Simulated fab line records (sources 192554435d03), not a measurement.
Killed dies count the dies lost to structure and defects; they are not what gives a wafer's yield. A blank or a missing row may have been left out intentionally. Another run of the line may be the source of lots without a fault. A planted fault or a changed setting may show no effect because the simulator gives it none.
Which of the tools did it? ; flow n5Finfet ; 10 lots, 30 wafers sampled, at 6 steps of a route of 1938

== WHAT THE GAUGES SHOWED, per wafer ==
N5_BEOL_M2_INSPECT_59: inspects for defects (darkfield).
lot;measured;on;rawDefectCount
L142;day 8 05:51;defectInspect-01;52 73 51
L139;day 8 10:46;defectInspect-02;46 111 53
L145;day 9 04:20;defectInspect-02;55 79 42
L146;day 9 11:37;defectInspect-01;289 306 295
L147;day 9 13:20;defectInspect-01;312 300 286
L154;day 11 22:17;defectInspect-02;42 67 81
L158;day 12 18:17;defectInspect-01;50 104 62
L159;day 12 23:08;defectInspect-02;97 134 80
L160;day 12 23:16;defectInspect-01;100 100 87
L161;day 13 16:38;defectInspect-02;177 112 133

N5_BEOL_M4_RC_MEAS_101.
lot;measured;on;DIBL_N (mV/V);DIBL_P (mV/V);IOFF_N (nA/um);IOFF_P (nA/um);ION_N (uA/um);ION_P (uA/um);SS_N (mV/dec);SS_P (mV/dec);VT_N (mV);VT_P (mV)
L142;day 10 02:59;prober-01;36.7 36.5 37.5;36.5 36.4 37.5;0.17 0.16 0.18;0.22 0.20 0.22;675 664 682;470 455 469;71.0 71.4 72.1;73.9 72.9 74.1;248 251 248;-249 -251 -248
L139;day 10 11:23;prober-01;33.7 33.8 35.0;33.5 33.5 35.4;0.13 0.12 0.15;0.19 0.19 0.22;671 659 664;471 464 463;71.2 71.0 71.5;72.6 73.0 72.8;252 254 250;-249 -249 -251
L145;day 11 12:28;prober-01;36.8 36.9 37.2;38.9 38.7 40.1;0.19 0.19 0.20;0.26 0.26 0.29;690 682 697;472 471 486;71.3 71.8 71.9;74.1 73.6 74.9;249 249 247;-248 -248 -245
L146;day 11 14:42;prober-01;38.7 38.2 37.8;39.0 39.1 37.9;0.20 0.18 0.18;0.32 0.32 0.31;664 683 686;472 477 484;73.3 71.7 72.3;73.9 73.5 73.8;248 249 247;-242 -244 -240
L147;day 11 17:00;prober-02;35.4 37.9 36.7;35.7 38.7 37.3;0.15 0.21 0.18;0.18 0.23 0.20;665 697 674;457 468 454;71.2 71.7 71.2;72.8 74.1 73.0;251 246 249;-254 -250 -251
L154;day 13 21:56;prober-02;36.4 34.7 35.0;36.7 33.9 33.9;0.16 0.13 0.14;0.23 0.19 0.20;685 669 676;475 460 463;71.0 70.9 71.5;73.9 72.7 72.5;249 251 251;-249 -249 -248
L158;day 14 09:46;prober-01;34.4 35.5 38.4;34.3 36.6 40.4;0.15 0.17 0.24;0.21 0.25 0.32;678 699 690;465 479 468;71.0 72.3 72.9;72.0 73.0 74.0;246 247 243;-247 -246 -243
L159;day 15 14:51;prober-02;35.6 34.9 36.8;35.1 34.2 35.7;0.12 0.12 0.14;0.18 0.17 0.19;648 672 667;450 464 461;71.4 70.7 70.9;73.4 73.2 72.4;255 254 252;-253 -251 -253
L160;day 15 18:29;prober-02;35.4 34.7 40.7;36.1 35.6 41.8;0.13 0.13 0.24;0.16 0.16 0.26;665 662 697;456 456 463;71.8 71.1 73.0;72.6 73.2 74.2;254 252 245;-253 -256 -247
L161;day 16 21:25;prober-01;35.7 37.1 35.8;34.9 36.6 35.0;0.15 0.17 0.15;0.21 0.23 0.21;665 670 680;459 462 463;71.9 72.6 72.4;72.9 73.0 72.9;250 248 253;-250 -248 -251

== TOOL THAT RAN EACH LOT (tool first, then ch and the chambers of the sampled wafers, then the start) ==
lot;N5_BEOL_M2_SPUTTER_92;N5_BEOL_M2_CO_CAP_55;N5_BEOL_M2_PRE_CLEAN_56;N5_BEOL_M3_HM_DEP_02
L142;pvdSputter-03, day 8 04:20;cvdCo-02 ch 0,1, day 8 05:38;pecvd-01 ch 1,2, day 8 05:44;pvdSputter-03, day 8 06:41
L139;pvdSputter-01, day 8 09:09;cvdCo-02 ch 1,2, day 8 10:31;pecvd-04 ch 0,1, day 8 10:37;pvdSputter-03, day 8 12:45
L145;pvdSputter-03, day 9 02:47;cvdCo-01 ch 0,1, day 9 04:05;pecvd-04 ch 0,1, day 9 04:11;pvdSputter-02, day 9 04:59
L146;pvdSputter-03, day 9 10:06;cvdCo-01 ch 0,2, day 9 11:25;pecvd-04 ch 0,2, day 9 11:31;pvdSputter-01, day 9 13:07
L147;pvdSputter-02, day 9 11:49;cvdCo-01 ch 1,2, day 9 13:07;pecvd-04 ch 0,1,2, day 9 13:13;pvdSputter-02, day 9 13:59
L154;pvdSputter-02, day 11 20:46;cvdCo-02 ch 0,1, day 11 22:05;pecvd-02 ch 0,1, day 11 22:10;pvdSputter-01, day 11 23:03
L158;pvdSputter-02, day 12 16:46;cvdCo-02 ch 1,2, day 12 18:04;pecvd-02 ch 0,2, day 12 18:10;pvdSputter-02, day 12 19:12
L159;pvdSputter-01, day 12 21:37;cvdCo-02 ch 0,1,2, day 12 22:55;pecvd-02 ch 0,1,2, day 12 23:01;pvdSputter-02, day 12 23:20
L160;pvdSputter-03, day 12 21:43;cvdCo-01 ch 0,1, day 12 23:02;pecvd-01 ch 0,1, day 12 23:07;pvdSputter-01, day 13 02:06
L161;pvdSputter-01, day 13 15:05;cvdCo-01 ch 1,2, day 13 16:23;pecvd-01 ch 0,1, day 13 16:29;pvdSputter-01, day 13 17:08
- N5_BEOL_M2_SPUTTER_92: material Cu, target thk 4.5 nm, time 8.29 s.
- N5_BEOL_M2_CO_CAP_55: material Co, precursor CCTBA/H2, target thk 2 nm, time 102.1 s.
- N5_BEOL_M2_PRE_CLEAN_56: time 15 s.
- N5_BEOL_M3_HM_DEP_02: deposits TiN, target thk 20 nm.

== AS READ BY THE TOOLS THEMSELVES (means over the sampled wafers that have a number; for cases with no such wafer, the mark the record gives instead) ==
N5_BEOL_M2_SPUTTER_92.
lot;tool;chuckSensorTempC (C);throttleValvePct (%)
L142;pvdSputter-03;-16.5;30.5
L139;pvdSputter-01;-15.9;28.5
L145;pvdSputter-03;-15.8;30.1
L146;pvdSputter-03;-16.7;30.0
L147;pvdSputter-02;-15.8;29.3
L154;pvdSputter-02;-15.9;28.9
L158;pvdSputter-02;-16.0;29.2
L159;pvdSputter-01;-16.3;29.9
L160;pvdSputter-03;-15.7;30.2
L161;pvdSputter-01;-16.2;29.6

N5_BEOL_M2_CO_CAP_55.
lot;tool;heaterPowerW (W)
L142;cvdCo-02;268
L139;cvdCo-02;247
L145;cvdCo-01;257
L146;cvdCo-01;259
L147;cvdCo-01;261
L154;cvdCo-02;263
L158;cvdCo-02;246
L159;cvdCo-02;261
L160;cvdCo-01;255
L161;cvdCo-01;263

N5_BEOL_M3_HM_DEP_02.
lot;tool;throttleValvePct (%)
L142;pvdSputter-03;29.7
L139;pvdSputter-03;29.8
L145;pvdSputter-02;29.5
L146;pvdSputter-01;29.7
L147;pvdSputter-02;29.3
L154;pvdSputter-01;29.0
L158;pvdSputter-02;29.7
L159;pvdSputter-02;29.1
L160;pvdSputter-01;29.2
L161;pvdSputter-01;29.0

== THE ANSWER, worked out from the rows above alone ==
Rule: the lots themselves supply what counts as usual. Put in order of their means at a reading, lots are off if they are a third of the lots or fewer, leave a main group of 4 or more, and stand apart from it by a gap of 3 or more times the standard deviation of the main group's means; of several such gaps the widest counts. The tables above print the reading to a certain number of digits; a main group whose means all agree to those digits is not used. Also off: a lot with no number at a reading for which 4 or more lots have one. Any other lot the step has rows for is counted as sound. Order of review: gauges by route order, followed by the tools' own readings, for which a lot's mean as printed above is used. At the first step where some lot is off, the reading lying furthest off is the one used; lots without a number count as furthest.
Off, at N5_BEOL_M2_INSPECT_59 on rawDefectCount: L146, L147. Mean 83 and standard deviation 27 in the main group.
A tool fits if, at a process step before that reading, it ran every lot that is off, and no sound lot after the first of them. The gauges at N5_BEOL_M2_INSPECT_59 are tried like those tools. One candidate fits, namely pecvd-04 at N5_BEOL_M2_PRE_CLEAN_56. A fault onset in the window from L145 (day 9 04:11, its last sound lot) to L146 (day 9 11:31, its first lot off) fits.

== WHAT HAD BEEN PUT IN BY THE SIMULATOR ==
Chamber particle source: pecvd-04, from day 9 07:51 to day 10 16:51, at N5_BEOL_M2_PRE_CLEAN_56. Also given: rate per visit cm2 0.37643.
Struck lots among those shown: L146, L147. The same result came from the rule above.
